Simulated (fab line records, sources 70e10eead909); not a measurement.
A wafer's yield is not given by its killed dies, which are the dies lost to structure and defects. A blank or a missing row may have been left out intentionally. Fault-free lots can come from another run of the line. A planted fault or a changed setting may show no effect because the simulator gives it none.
Comparing a struck lot with a sound one | flow nand harc | 10 steps out of a route of 1302
Sound: these wafers, L793.3, L793.5, L793.6. Wafers struck: L794.3, L794.6. The cause comes at the end.
At each step with rows: each side's tool, then ch and its chambers, then its first start. Under that, the readings that differ: sound wafers | struck wafers | difference of the means | sigmas: that difference in standard deviations of wafers without a fault.
alike: same words and numbers on both sides, and readings whose means sit less than 2 such deviations apart. not compared: any withheld reading, any reading some wafer has no value for, any bound like >300 that may hide the same value, and any number with overlapping values for which the record gives no deviation.
Wherever a step has rows on one side only, a row that says differs or no value, or a row with sigmas, the two part there. When numbers do not overlap yet have no deviation, they are printed without sigmas and do not part them. A reading missing from all wafers of one side parts the sides only when that side holds two or more wafers.

first, 1 step without rows for these wafers: NHARC_A_WL_FILL_CVD_23 (deposits poly-Si, target thk 40 nm, time 800 s).
NHARC_A_WL_FILL_ETCHBACK_26: etches the open film in HBr, target depth 52 nm, time 13.3 s.
  sound on rie si-06 ch 0,1,2, day 21 23:50; struck on rie si-06 ch 0, day 22 15:40
  alike: drypump motor current A, oes product au, throttle valve pct
  not compared: rf hours counter h
then, 2 steps without rows for these wafers: NHARC_A_WL_FILL_PRECLEAN_30 (cleans in dHF, time 10 s); NHARC_A_WL_FILL_SRD_14.
NHARC_A_WL_FILL_ALD_19: deposits TiN, target thk 2 nm, pulse time 3 s, ald cycles 100.
  sound on ald metal-01 ch 0,1,2, day 22 00:07; struck on ald metal-02 ch 0,1, day 22 15:57
  alike: heater power w, precursor pulse height rel
NHARC_A_WL_FILL_CVD_20: deposits W, target thk 100 nm, time 74 s.
  sound: cvd w-01 ch 0,1; struck: cvd w-01 ch 0,1
  reading             | sound             | struck      | difference | sigmas
  mfc wf6 sccm (sccm) | 39.94 39.99 39.79 | 40.32 40.04 | +0.27      | +2
  alike: heater power w, throttle valve pct
NHARC_A_WL_FILL_CMP_12: polishes, t overpolish 30 s, target thk 100 nm.
  sound on cmp-03 ch 0,1, day 22 00:28; struck on cmp-04 ch 3, day 22 16:19
  alike: motor current A, overpolish run s, time to endpoint s
  not compared: pad life wafers
then, 1 step without rows for these wafers: NHARC_A_WL_FILL_SRD_31.
NHARC_A_WL_FILL_INSPECT_15:
  sound on defect inspect-01 at day 22 00:56; struck on defect inspect-01 at day 22 16:47
  alike: raw defect count
NHARC_A_CONTACT_DEP_24: deposits SiO2, target thk 500 nm.
  sound on pecvd-03 ch 1,2, day 22 01:19; struck on pecvd-03 ch 2, day 22 16:50
  reading                   | sound             | struck      | difference | sigmas
  mfc precursor sccm (sccm) | 161.3 161.3 161.5 | 184.3 184.5 | +23.0      | +50
  alike: heater power w, showerhead vpp V, throttle valve pct

== WHERE THEY PART ==
Earliest at NHARC_A_WL_FILL_CVD_20; latest, in this record, at NHARC_A_CONTACT_DEP_24.

WHY: what the simulator had put in
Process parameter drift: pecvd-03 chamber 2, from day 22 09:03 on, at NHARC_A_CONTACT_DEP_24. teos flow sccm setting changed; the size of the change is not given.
